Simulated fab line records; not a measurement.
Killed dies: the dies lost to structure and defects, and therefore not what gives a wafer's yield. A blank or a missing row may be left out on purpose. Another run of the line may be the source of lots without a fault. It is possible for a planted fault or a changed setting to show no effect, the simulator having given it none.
Chamber matching / flow n5 finfet / 4 sister chambers for N5_BEOL_M2_STRIP_19 on rie diel-02
The step strips in O2. 8 wafers are shown with their chamber, then 10 later ones without.

WAFERS WITH THEIR CHAMBER
wafer=L074.5; chamber=0; showerhead plenum p Torr (Torr)=1.99; oes product au (a.u.)=0.70
wafer=L084.5; chamber=0; showerhead plenum p Torr (Torr)=1.98; oes product au (a.u.)=0.69
wafer=L087.4; chamber=2; showerhead plenum p Torr (Torr)=2.23; oes product au (a.u.)=0.82
wafer=L090.3; chamber=1; showerhead plenum p Torr (Torr)=2.16; oes product au (a.u.)=0.70
wafer=L090.4; chamber=3; showerhead plenum p Torr (Torr)=2.05; oes product au (a.u.)=0.70
wafer=L090.5; chamber=3; showerhead plenum p Torr (Torr)=2.05; oes product au (a.u.)=0.70
wafer=L091.1; chamber=1; showerhead plenum p Torr (Torr)=2.16; oes product au (a.u.)=0.70
wafer=L091.2; chamber=2; showerhead plenum p Torr (Torr)=2.23; oes product au (a.u.)=0.81

WAFERS MISSING THEIR CHAMBER
wafer=L091.4; showerhead plenum p Torr (Torr)=2.05; oes product au (a.u.)=0.71
wafer=L093.3; showerhead plenum p Torr (Torr)=2.24; oes product au (a.u.)=0.95
wafer=L093.4; showerhead plenum p Torr (Torr)=2.05; oes product au (a.u.)=0.70
wafer=L093.6; showerhead plenum p Torr (Torr)=2.05; oes product au (a.u.)=0.70
wafer=L092.1; showerhead plenum p Torr (Torr)=2.22; oes product au (a.u.)=0.79
wafer=L092.3; showerhead plenum p Torr (Torr)=2.24; oes product au (a.u.)=0.96
wafer=L092.5; showerhead plenum p Torr (Torr)=2.22; oes product au (a.u.)=0.80
wafer=L096.2; showerhead plenum p Torr (Torr)=2.22; oes product au (a.u.)=0.79
wafer=L096.3; showerhead plenum p Torr (Torr)=2.05; oes product au (a.u.)=0.70
wafer=L096.6; showerhead plenum p Torr (Torr)=2.16; oes product au (a.u.)=0.70

CHAMBER TAKEN BY EACH
wafer=L091.4; from the rows above=3; in truth=3
wafer=L093.3; from the rows above=2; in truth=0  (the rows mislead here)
wafer=L093.4; from the rows above=3; in truth=3
wafer=L093.6; from the rows above=3; in truth=3
wafer=L092.1; from the rows above=2; in truth=2
wafer=L092.3; from the rows above=2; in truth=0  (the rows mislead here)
wafer=L092.5; from the rows above=2; in truth=2
wafer=L096.2; from the rows above=2; in truth=2
wafer=L096.3; from the rows above=3; in truth=3
wafer=L096.6; from the rows above=1; in truth=1
Placed correctly: 8 of 10. Can't be placed from these rows: 0. Number placed wrongly: 2.
How it was worked out, from the rows above alone: a wafer's distance from a chamber is the root of the sum, over the readings, of the square of ((its reading less the chamber's mean) divided by the reading's scatter). The wafer belongs to the nearest chamber; if the next one is less than 2 further off, it can't be placed. The mean given for a chamber averages the wafers shown for that chamber. The scatter: take each reading less its chamber's mean, square it, sum over the shown wafers, divide by the number of wafers less the number of chambers, and take the root.
